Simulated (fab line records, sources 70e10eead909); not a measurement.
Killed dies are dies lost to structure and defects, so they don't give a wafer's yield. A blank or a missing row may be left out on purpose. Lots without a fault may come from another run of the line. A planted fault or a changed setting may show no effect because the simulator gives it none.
fab line records | flow nand_harc
record lots=5 wafers=14 last_day=33
route steps=1302 shown A_CONTACT@1105 A_BLC@1107
lots that met no fault: from a run of the same line without faults
start_h: hours from the record's first day to the start of the lot's first wafer shown | wait_h: hours since the lot's step before | " the same as in the row above | L1.1+2: a row that stands for several wafers | - no value, or no start given | * or withheld: withheld | < > ~ a bound
route shown NAME@n: a module of which the file shows steps, and the number in the route of the first | usual: mean/standard deviation of fault-free wafers | same: alike in all rows | chamber/n: place in a boat | sites: the reading at each site | _std_site: their standard deviation | _edge_site: outer sites' mean less inner sites' | radius_mm: how far each site lies from the wafer's centre | mask NAME#n: copy n | behind: the tool/chamber that last shaped the wafer | hold: why the lot was held/for how many hours/how that ended | device: the transistor (n, p or np) that didn't switch | end of line: the same wafers' tests at the end of the route | a step without rows: its recipe alone | killed: dies lost to structure and defects at the first sort, not the wafer's yield | map: a wafer's dies, x killed, . not, _ none there
set.NAME: the setting as run; set.NAME@STEP: as run at that earlier step | model.NAME: the simulator's own value behind a step, which no gauge read
lots at some steps of the route; a table a step, a row a wafer
services: from which hour (start_h, from the record's first day; less than 0 if before it) a tool's chamber was out of use, for how many hours, and why
## steps
# step NHARC_A_CONTACT_SRD_22
# step NHARC_A_CONTACT_INSPECT_23
# usual raw_defect_count=529/140
# columns lot.wafer tool chamber start_h wait_h raw_defect_count
L249.2 defect_inspect-01 - 525.87 0.1 295
L249.3 " - " " 335
L249.4 " - " " 352
L262.2 defect_inspect-02 - 635.43 0.1 501
L262.4 " - " " 654
L266.1 defect_inspect-01 - 692.64 0.1 515
L266.2 " - " " 634
L266.6 " - " " 866
L267.3 defect_inspect-02 - 697.17 0.1 730
L267.4 " - " " 520
L267.6 " - " " 674
L272.1 defect_inspect-01 - 745.82 0.1 592
L272.4 " - " " 485
L272.5 " - " " 443
# step NHARC_A_BLC_DEHYDRATE_00
# recipe temp_c=150 time_s=120
# step NHARC_A_BLC_HMDS_01
# recipe time_s=30
# step NHARC_A_BLC_COAT_02
# recipe temp_c=260 time_s=75
# step NHARC_A_BLC_COAT_03
# recipe temp_c=225 time_s=65
# step NHARC_A_BLC_COAT_04
# recipe spin_rpm=1500 resist_thk_nm=90
# step NHARC_A_BLC_SOFTBAKE_05
# recipe temp_c=105 time_s=55
# step NHARC_A_BLC_EBR_06
# step NHARC_A_BLC_EXPOSE_07
# recipe na=1.35 target_cd_nm=100 dose_mj=67.97 mask_id=A_BLC
# step NHARC_A_BLC_PEB_08
# recipe peb_temp_c=100 peb_time_s=65
# step NHARC_A_BLC_DEVELOP_09
# recipe develop_time_s=35 dev_temp_c=23
# columns lot.wafer tool chamber start_h wait_h
L249.2+3+4 litho_track-04 0 526 -
L262.2+4 litho_track-06 0 635 -
L266.1+2+6 litho_track-01 0 693 -
L267.3+4+6 litho_track-01 0 697 -
L272.1+4+5 litho_track-06 0 746 -
# step NHARC_A_BLC_CD_MEAS_10
# recipe target_cd_nm=100 landing_energy_ev=500
# usual cd_nm=100.1/0.61
# columns lot.wafer tool chamber start_h wait_h cd_nm
L249.2 cd_sem-02 0 526.25 - 99.9
L249.3 " 0 " " 100.7
L249.4 " 0 " " 100.7
L262.2 cd_sem-02 0 635.81 - 100.8
L262.4 " 0 " " 99.3
L266.1 cd_sem-02 0 693.14 - 99.5
L266.2 " 0 " " 100.0
L266.6 " 0 " " 100.4
L267.3 cd_sem-02 0 697.55 - 100.1
L267.4 " 0 " " 99.5
L267.6 " 0 " " 99.6
L272.1 cd_sem-03 0 746.20 - 100.5
L272.4 " 0 " " 101.8
L272.5 " 0 " " 99.8
# step NHARC_A_BLC_OVL_MEAS_11
# usual overlay_x_nm=-0.3/0.88 overlay_y_nm=0.0/0.78
# columns lot.wafer tool chamber start_h wait_h overlay_x_nm overlay_y_nm
L249.2 overlay-01 - 526.34 - -1.2 1.2
L249.3 " - " " -0.7 1.5
L249.4 " - " " -1.2 1.2
L262.2 overlay-01 - 635.90 - 0.5 0.0
L262.4 " - " " 0.7 -0.4
L266.1 overlay-01 - 693.23 - -0.6 -0.2
L266.2 " - " " -0.8 -0.7
L266.6 " - " " -0.5 -0.3
L267.3 overlay-02 - 697.64 - -1.1 -0.3
L267.4 " - " " -1.3 0.5
L267.6 " - " " -1.9 -0.4
L272.1 overlay-02 - 746.29 - -0.3 -0.8
L272.4 " - " " -0.8 -0.6
L272.5 " - " " -0.5 -0.2
# step NHARC_A_BLC_INSPECT_12
# usual raw_defect_count=83/39
# columns lot.wafer tool chamber start_h wait_h raw_defect_count
L249.2 defect_inspect-02 - 526.38 0.0 20
L249.3 " - " " 31
L249.4 " - " " 16
L262.2 defect_inspect-02 - 635.93 0.0 85
L262.4 " - " " 86
L266.1 defect_inspect-02 - 693.27 0.0 177
L266.2 " - " " 176
L266.6 " - " " 174
L267.3 defect_inspect-01 - 697.67 0.0 64
L267.4 " - " " 63
L267.6 " - " " 61
L272.1 defect_inspect-01 - 746.32 0.0 44
L272.4 " - " " 37
L272.5 " - " " 44
# step NHARC_A_BLC_DESCUM_15
# recipe time_s=3 o2_flow_sccm=200 ar_flow_sccm=0 bias_power_w=0 chemistry=O2
# usual drypump_motor_current_A=5.4/0.54 oes_product_au=0.999/0.012 rf_vpp_V=57.9/0.94 showerhead_plenum_p_Torr=1.95/0.099 throttle_valve_pct=11.311/0.0093
# same bias_power_w=0
# columns lot.wafer tool chamber start_h wait_h drypump_motor_current_A oes_product_au rf_hours_counter_h rf_vpp_V showerhead_plenum_p_Torr throttle_valve_pct model.A_BLC.cd_nm
L249.3 rie_diel-11 3 526.44 0.1 6.2 1.004 6 57.6 2.00 11.320 100.9
L249.2 " 1 " " 5.0 1.000 5 57.4 2.05 11.312 100.4
L249.4 " 3 " " 6.2 1.005 - 58.4 2.00 11.312 100.4
L262.2 rie_diel-08 2 636.00 0.1 5.0 0.991 6 58.4 1.94 11.303 100.9
L262.4 " 0 " " 4.8 1.026 5 56.9 1.79 11.306 98.97
L266.2 rie_diel-08 1 693.34 0.1 4.9 1.000 10 59.1 2.05 11.309 100.3
L266.1 " 3 " " 5.8 0.995 10 58.6 1.98 11.341 99.84
L266.6 " 0 " " 4.8 1.003 - 56.7 1.79 11.317 100.1
L267.3 rie_diel-11 2 697.73 0.1 6.3 1.003 8 57.3 1.99 11.309 100.5
L267.4 " 0 " " 5.4 0.996 - 58.2 1.77 11.313 100.2
L267.6 " 1 " " 5.0 0.986 - 58.7 2.04 11.311 99.81
L272.1 rie_diel-11 2 746.40 0.1 6.3 1.009 14 57.3 1.99 11.321 101.1
L272.5 " 1 " " 5.0 1.000 - 58.0 2.04 11.293 100.6
L272.4 " 0 " " 5.4 0.998 - 59.3 1.77 11.301 101.7
# step NHARC_A_BLC_ETCH_16
# recipe target_depth_a=390 over_etch_frac=0.3 time_s=65 ion_energy_ev=80 cf4_flow_sccm=150 ar_flow_sccm=0 rf_w=300 bias_w=100 chemistry=CF4
# usual drypump_motor_current_A=5.4/0.51 oes_product_au=0.999/0.012 rf_vpp_V=151.5/1.3 showerhead_plenum_p_Torr=1.80/0.084 throttle_valve_pct=13.284/0.0084
# columns lot.wafer tool chamber start_h wait_h drypump_motor_current_A oes_product_au rf_hours_counter_h rf_vpp_V showerhead_plenum_p_Torr throttle_valve_pct model.A_BLC.cd_nm
L249.3 rie_diel-11 2 526.55 0.1 6.3 0.989 5 152.7 1.84 13.278 101.1
L249.2 " 3 " " 6.2 1.004 6 152.3 1.84 13.280 100.9
L249.4 " 1 " " 5.0 0.989 - 152.2 1.88 13.285 100.5
L262.4 rie_diel-08 2 636.09 0.1 5.0 0.986 6 153.3 1.79 13.294 98.81
L262.2 " 3 " " 5.7 1.009 6 152.4 1.82 13.271 101.1
L266.1 rie_diel-08 1 693.41 0.1 4.9 0.989 10 151.4 1.89 13.286 99.77
L266.2 " 2 " " 5.0 0.987 10 152.0 1.79 13.283 100.1
L266.6 " 2 " " 5.0 0.986 - 151.6 1.79 13.284 100.2
L267.3 rie_diel-11 1 697.84 0.1 4.9 0.987 8 152.8 1.88 13.282 100.7
L267.6 " 2 " " 6.3 1.004 - 151.5 1.83 13.282 99.59
L267.4 " 0 " " 5.4 1.001 - 150.2 1.64 13.283 99.8
L272.1 rie_diel-11 1 746.50 0.1 5.0 0.999 14 151.0 1.88 13.266 101.2
L272.4 " 1 " " 5.0 0.988 - 151.1 1.88 13.279 101.7
L272.5 " 2 " " 6.3 1.001 - 151.1 1.83 13.276 100.4
# step NHARC_A_BLC_ETCH_17
# recipe target_depth_a=3900 over_etch_frac=0.25 time_s=609.38 ion_energy_ev=200 n2_flow_sccm=150 h2_flow_sccm=150 ar_flow_sccm=0 rf_w=400 bias_w=150 chemistry=N2/H2
# usual drypump_motor_current_A=5.4/0.52 oes_product_au=0.999/0.012 rf_vpp_V=432/3.1 showerhead_plenum_p_Torr=2.07/0.11 throttle_valve_pct=14.171/0.0097
# columns lot.wafer tool chamber start_h wait_h drypump_motor_current_A oes_product_au rf_hours_counter_h rf_vpp_V showerhead_plenum_p_Torr throttle_valve_pct
L249.2 rie_diel-11 3 - - 6.2 0.998 6 433 2.13 14.169
L249.3 " 1 " " 5.0 0.990 6 434 2.19 14.180
L249.4 " 1 " " 5.0 0.987 - 435 2.19 14.164
L262.2 rie_diel-08 0 - - 4.8 1.012 6 428 1.90 14.167
L262.4 " 1 " " 4.9 0.990 5 436 2.20 14.178
L266.1 rie_diel-08 1 - - 4.9 0.994 10 436 2.19 14.168
L266.2 " 2 " " 5.0 0.993 10 430 2.07 14.177
L266.6 " 2 " " 5.0 0.986 - 431 2.07 14.176
L267.3 rie_diel-11 2 - - 6.3 1.000 8 432 2.12 14.170
L267.4 " 1 " " 5.0 0.985 - 434 2.18 14.173
L267.6 " 2 " " 6.3 0.998 - 431 2.12 14.169
L272.1 rie_diel-11 1 - - 5.0 0.991 14 436 2.18 14.175
L272.4 " 0 " " 5.4 0.991 - 426 1.88 14.178
L272.5 " 1 " " 5.0 0.987 - 435 2.18 14.175
## services
# columns tool chamber start_h hours kind
litho_track-01 - 505.00 7.0 pm
rie_diel-11 0 515.13 - clean
rie_diel-11 1 515.13 - clean
rie_diel-11 2 515.13 - clean
rie_diel-11 3 515.13 - clean
rie_diel-11 0 521.21 12.1 repair
litho_track-06 - 529.00 7.0 pm
rie_diel-11 0 539.63 - clean
rie_diel-11 1 539.63 - clean
rie_diel-11 2 539.63 - clean
rie_diel-11 3 539.63 - clean
rie_diel-08 - 544.80 9.0 pm
litho_track-04 - 553.00 7.0 pm
rie_diel-11 0 564.13 - clean
rie_diel-11 - 609.50 9.0 pm
rie_diel-08 - 627.54 1.7 repair
rie_diel-08 1 630.71 1.6 repair
rie_diel-11 3 641.19 126.5 repair
rie_diel-08 2 667.53 13.4 repair
litho_track-01 - 680.00 7.0 pm
litho_track-06 - 704.00 7.0 pm
rie_diel-08 - 721.80 9.0 pm
rie_diel-11 0 722.16 22.3 repair
litho_track-04 - 728.00 7.0 pm
## key
first_sign none at tools or gauges
model_effect step=NHARC_A_BLC_DESCUM_15 value=A_BLC.cd_nm without=99.29 struck=100.9
model_effect step=NHARC_A_BLC_ETCH_16 value=A_BLC.cd_nm without=99.54 struck=101.1
met_at NHARC_A_BLC_DEVELOP_09
struck_wafers L262.2
tester_left_out L262
fault kind=process_parameter_drift tool=litho_track-06 chamber=- onset_h=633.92 steps=NHARC_A_BLC_DEVELOP_09 channel=develop_time_s offset=* shape=step end_h=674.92 scope=struck_wafers_only acts_in=* stated=*
# tester_left_out: of these lots the tester's yield and bins aren't shown, on N5 and GAA mostly nor the transistor test; their killed dies are dies lost to structure and defects alone, not to doping, threshold or leakage, so they don't give the yield
